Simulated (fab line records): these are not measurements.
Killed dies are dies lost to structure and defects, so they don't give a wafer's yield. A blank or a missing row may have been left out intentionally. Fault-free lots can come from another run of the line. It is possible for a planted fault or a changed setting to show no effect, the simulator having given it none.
Lot-split experiment | flow n5Finfet | on a route of 1938 steps: 7 lots, 21 wafers read

== ON THE SPLIT ==
At N5_BEOL_M5_EXPOSE_08 (exposes mask M5, target cd 28 nm), the setting doseMj was moved away from the recipe's 35.75 on 6 of the 21 wafers read, by -4.2% to +7.0%. The other wafers ran this setting at the recipe's value.

== FROM THE SPLIT TO THE READING: what the file shows between them, 2 steps ==
- N5_BEOL_M5_PEB_09: peb time 60 s
- N5_BEOL_M5_DEVELOP_10: develop time 30 s

== THE READING ==
At N5_BEOL_M5_CD_MEAS_11: cdNm in nanometres, against a target cd of 27.74 nm. A value of 28.07 nm with a standard deviation of 0.28 nm is what fault-free wafers of this fab line usually give.

wafer  | tool, chamber at the split | doseMj as run | against the recipe | cdNm, nm | against lot-mates on the recipe
L076.2 | euvScanner-01, 0           | 34.24         | -4.2%              | 26.92    | no lot-mate on the recipe
L076.3 | euvScanner-01, 0           | 34.24         | -4.2%              | 26.68    | no lot-mate on the recipe
L076.6 | euvScanner-01, 0           | 34.24         | -4.2%              | 26.68    | no lot-mate on the recipe
L086.1 | euvScanner-02, 0           | 34.86         | -2.5%              | 27.45    | -0.60
L086.5 | euvScanner-02, 0           | 35.75         | recipe             | 27.89    | -
L086.6 | euvScanner-02, 0           | 35.75         | recipe             | 28.21    | -
L087.1 | euvScanner-01, 0           | 36.89         | +3.2%              | 29.13    | +0.94
L087.2 | euvScanner-01, 0           | 35.75         | recipe             | 28.42    | -
L087.4 | euvScanner-01, 0           | 35.75         | recipe             | 27.95    | -
L088.1 | euvScanner-02, 0           | 35.75         | recipe             | 28.43    | -
L088.5 | euvScanner-02, 0           | 35.75         | recipe             | 27.90    | -
L088.6 | euvScanner-02, 0           | 35.75         | recipe             | 28.05    | -
L089.1 | euvScanner-01, 0           | 35.75         | recipe             | 27.96    | -
L089.2 | euvScanner-01, 0           | 35.75         | recipe             | 27.87    | -
L089.3 | euvScanner-01, 0           | 35.75         | recipe             | 28.40    | -
L094.1 | euvScanner-01, 0           | 35.75         | recipe             | 28.35    | -
L094.3 | euvScanner-01, 0           | 35.75         | recipe             | 28.65    | -
L094.6 | euvScanner-01, 0           | 35.75         | recipe             | 28.20    | -
L095.2 | euvScanner-01, 0           | 35.75         | recipe             | 28.13    | -
L095.3 | euvScanner-01, 0           | 35.75         | recipe             | 27.78    | -
L095.4 | euvScanner-01, 0           | 38.25         | +7.0%              | 30.39    | +2.44

FIT RESULTS
A straight line over all 21 wafers: cdNm changes by +0.321 nm for each +1% of doseMj; r = +0.96; the points scatter about the line by 0.23 nm.
The same after taking each lot's own level away (the mean of its wafers on the recipe; 18 wafers): +0.328 nm for each +1%; r = +0.95; scatter 0.21 nm.
According to that fit, moving doseMj by its largest amount changes the reading by 2.3 nm.
From 27.955 to 28.400 nm: that is the span of the lots' own levels, equal to 1.6 times the standard deviation above.
The two slopes are in agreement: the lot-to-lot level therefore moves the slope only a little.
Check: with one of the wafers moved furthest among these (+7.0%) left out of the fit, the line predicts +1.93 nm for it against its lot-mates. Against them it came out at +2.44 nm.

== ADDITIONAL SPLITS CARRIED BY THESE WAFERS ==
Note: prior to the reading, these wafers also went through further splits. Each is held against what the fit with the lots' levels taken away leaves over:
other split on the same wafers   | wafers away from the commonest value | r with cdNm (lot level and that fit taken away)
N5_BEOL_M0_SAQP_EXPOSE_37 doseMj | 5                                    | -0.11
N5_BEOL_M1_PECVD_72 tempC        | 10                                   | +0.05
N5_BEOL_M1_COAT_05 spinRpm       | 5                                    | -0.23
N5_BEOL_M2_ETCH_74 sourceW       | 3                                    | +0.11
N5_BEOL_M4_COAT_05 spinRpm       | 10                                   | -0.11

== THE WHOLE CHAIN: every reading that the file lists as answering this split, in the file's order ==
step                  | what it does                                                | reading                                                       | change (the file's fit)               | r (the file's)
N5_BEOL_M5_CD_MEAS_11 | target cd 27.74 nm                                          | cdNm                                                          | +0.33 nm for each +1% of the setting  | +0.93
N5_BEOL_M5_DESCUM_16  | chemistry O2, time 7 s                                      | BEOL_M5.cdNm (the simulator's own value, which no gauge read) | +0.294 nm for each +1% of the setting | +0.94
N5_BEOL_M5_ETCH_72    | etches underlayer in N2/H2, target depth 6.5 nm, time 5.2 s | BEOL_M5.cdNm (the simulator's own value, which no gauge read) | +0.31 nm for each +1% of the setting  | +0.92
N5_BEOL_M5_ETCH_61    | etches SiARC in CF4, target depth 15.6 nm, time 26 s        | BEOL_M5.cdNm (the simulator's own value, which no gauge read) | +0.302 nm for each +1% of the setting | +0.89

== FILE'S OWN FIT ==
cdNm changes by +0.33 nm for each +1% of doseMj, r = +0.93.
